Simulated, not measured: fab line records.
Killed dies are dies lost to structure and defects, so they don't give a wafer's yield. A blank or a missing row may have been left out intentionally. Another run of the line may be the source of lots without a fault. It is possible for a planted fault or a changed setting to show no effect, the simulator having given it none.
Matching of chambers + flow n5Finfet + N5_HKMG_FIN_ALD_36 on aldMetal-04 has 4 sister chambers
The step deposits TiN, target thk 1 nm, pulse time 1 s, purge time 3 s. 4 wafers are shown with their chamber, then 12 later ones without.

WAFERS, EACH WITH ITS CHAMBER
| wafer  | chamber | heaterPowerW (W) |
|--------|---------|------------------|
| L077.2 | 3       | 813              |
| L080.6 | 1       | 908              |
| L092.1 | 0       | 1014             |
| L092.5 | 2       | 837              |

WAFERS MISSING THEIR CHAMBER
| wafer  | heaterPowerW (W) |
|--------|------------------|
| L094.1 | 903              |
| L094.2 | 988              |
| L094.4 | 822              |
| L095.1 | 996              |
| L095.3 | 822              |
| L095.6 | 840              |
| L096.2 | 810              |
| L096.5 | 811              |
| L096.6 | 909              |
| L097.1 | 991              |
| L097.4 | 830              |
| L097.6 | 819              |

WHICH CHAMBER EACH ONE RAN IN
| wafer  | from the rows above     | in truth |
|--------|-------------------------|----------|
| L094.1 | 1                       | 1        |
| L094.2 | 0                       | 0        |
| L094.4 | can't be placed: 3 or 2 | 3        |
| L095.1 | 0                       | 0        |
| L095.3 | can't be placed: 3 or 2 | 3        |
| L095.6 | can't be placed: 2 or 3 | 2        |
| L096.2 | can't be placed: 3 or 2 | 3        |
| L096.5 | can't be placed: 3 or 2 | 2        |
| L096.6 | 1                       | 1        |
| L097.1 | 0                       | 0        |
| L097.4 | can't be placed: 2 or 3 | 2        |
| L097.6 | can't be placed: 3 or 2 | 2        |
Correct placement for 5 of the 12. Can't be placed from these rows: 7 (the true chamber is among the candidates in 7). 0 placed wrongly.
How it was worked out, from the rows above alone: a wafer's distance from a chamber is the root of the sum, over the readings, of the square of ((its reading less the chamber's mean) divided by the reading's scatter). The wafer belongs to the nearest chamber; if the next one is less than 2 further off, it can't be placed. Each chamber's mean is taken over the wafers shown for it. The scatter: root of mean squared gap, hidden wafer to nearest shown wafer, with one shown wafer a chamber.
